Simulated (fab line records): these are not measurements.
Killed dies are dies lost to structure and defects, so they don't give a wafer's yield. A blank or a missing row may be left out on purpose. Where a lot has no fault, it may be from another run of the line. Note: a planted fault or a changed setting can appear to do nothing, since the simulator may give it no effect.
Code-filled problem report in 8D (eight disciplines) form / flow nand_harc / the parts of the form that need people (team, actions taken, sign-off) are left out

1. THE PROBLEM
killed_at_periphery at NHARC_END_SORT_01 reads a mean of 69.0 on 1 wafer of 1 lot; wafers without a fault read 3.1 with a standard deviation of 2.2. That is +30 standard deviations from the usual mean.
Earliest sighting: wafer L204.3 on prober-01 at day 24 19:51. Wafers with a number at this step in the record: 13, from 5 lots. By rule, "out" or "out of limits" means more than 4 standard deviations away from the usual mean. All remaining wafers that have a number are taken as sound.

2. WHAT IT IS, WHAT IT ISN'T
question=which readings at this step | is=killed_at_periphery, defect_limited_yield, killed_dies, sort_bin_2_pct, sort_bin_3_pct, sort_n_pass, sort_yield_pct | is not=killed_at_array, killed_at_other, killed_open, killed_short
question=which lots | is=L204 | is not=L192, L194, L209, L211
question=which wafers of those lots | is=all that have a number | is not=-
question=read on which gauges | is=prober-01 | is not=prober-02
question=when | is=from day 24 19:51 | is not=up to then (6 sound wafers); but 6 sound wafers of L209, L211 came after

3. SUSPECTS, AND WHAT RULES EACH OUT
Counting: a tool at any process step up to the reading remains a suspect when it ran all the lots that are out and ran no sound lot after the first of those.
- the gauge at NHARC_END_SORT_01: kept. All the wafers that are out were read on prober-01, and no step on other tools shows them out.
- rie_diel-02 at NHARC_P_M2_STRIP_18 (strips in N2/H2): ruled out as a lasting fault. The sound lots L209 went through it after L204, its earliest lot that is out (day 10 11:45).
- pvd_sputter-03 at NHARC_P_M2_DEGAS_29 (time 60 s): kept. It ran the lot that is out, L204 (day 10 12:20), and no sound lot after that; its last sound lot up to then is L194 (day 7 08:16).
- pvd_sputter-03 at NHARC_P_M2_PRE_CLEAN_30 (time 30 s): kept. It ran the lot that is out, L204 (day 10 12:23), and no sound lot after that; its last sound lot up to then is L194 (day 7 08:20).
- pvd_sputter-03 at NHARC_P_M2_PVD_21 (deposits Cu, target thk 30 nm, time 20.49 s): kept. It ran the lot that is out, L204 (day 10 13:42), and no sound lot after that; its last sound lot up to then is L194 (day 7 09:01). Because NHARC_P_M2_PVD_21 lacks a start for some lots, the hours and order of its lots are taken from NHARC_P_M2_ANNEAL_31.
- rtp_anneal-01 at NHARC_P_M2_ANNEAL_31 (time 90 s): kept. It ran the lot that is out, L204 (day 10 13:42), and no sound lot after that.
- pecvd-02 at NHARC_P_M2_PRE_CLEAN_32 (time 12 s): ruled out as a lasting fault. The sound lots L211 went through it after L204, its earliest lot that is out (day 10 15:40).
Left after counting: pvd_sputter-03 at NHARC_P_M2_DEGAS_29, pvd_sputter-03 at NHARC_P_M2_PRE_CLEAN_30, pvd_sputter-03 at NHARC_P_M2_PVD_21, rtp_anneal-01 at NHARC_P_M2_ANNEAL_31, prober-01 at NHARC_END_SORT_01.

4. THE CAUSE (what the simulator had put in)
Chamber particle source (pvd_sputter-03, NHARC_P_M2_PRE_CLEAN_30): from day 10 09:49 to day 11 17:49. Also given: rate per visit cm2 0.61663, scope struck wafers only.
Counting leaves 5 suspects; this tool is one of them.

5. THE EFFECT CHAIN, in route order
Rows list readings where the struck wafers' mean (over those with a number) sits beyond 3 standard deviations from the usual. Only readings for which the record gives a usual standard deviation are gone through. hours: the time from each lot's start at the first step in this table that gives one to its start at this step, as a median over the lots. sigmas: the change in usual standard deviations.
hours=0; step=NHARC_END_SORT_01; reading=defect_limited_yield; usual=95.4 %; on struck wafers=84.2; change=-11.2; sigmas=-6.2
hours=0; step=NHARC_END_SORT_01; reading=killed_at_periphery; usual=3.1; on struck wafers=69.0; change=+65.9; sigmas=+30
hours=0; step=NHARC_END_SORT_01; reading=killed_dies; usual=31; on struck wafers=107; change=+76; sigmas=+6.3
hours=0; step=NHARC_END_SORT_01; reading=sort_bin_2_pct; usual=1.5 %; on struck wafers=6.5; change=+5.0; sigmas=+6.8
hours=0; step=NHARC_END_SORT_01; reading=sort_bin_3_pct; usual=0.27 %; on struck wafers=2.81; change=+2.54; sigmas=+12
hours=0; step=NHARC_END_SORT_01; reading=sort_bin_4_pct; usual=2.9 %; on struck wafers=6.5; change=+3.6; sigmas=+3.3
hours=0; step=NHARC_END_SORT_01; reading=sort_n_pass; usual=646; on struck wafers=570; change=-76; sigmas=-6.3
hours=0; step=NHARC_END_SORT_01; reading=sort_yield_pct; usual=95.4 %; on struck wafers=84.2; change=-11.2; sigmas=-6.2

6. HOW IT WOULD HAVE BEEN CAUGHT EARLIER
The first out-of-limits reading at a measuring or inspecting step in this record came at day 24 19:51, 346 hours after the fault's start at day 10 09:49.
Tool readings at NHARC_P_M2_PRE_CLEAN_30 with a usual standard deviation given in the record: none out on any struck wafer, hence no alarm at a limit of 4 standard deviations on them.
By day 24 19:51, every lot that is out (1) had started NHARC_P_M2_PRE_CLEAN_30 on pvd_sputter-03. A hold on the tool at that time would have spared none of them.
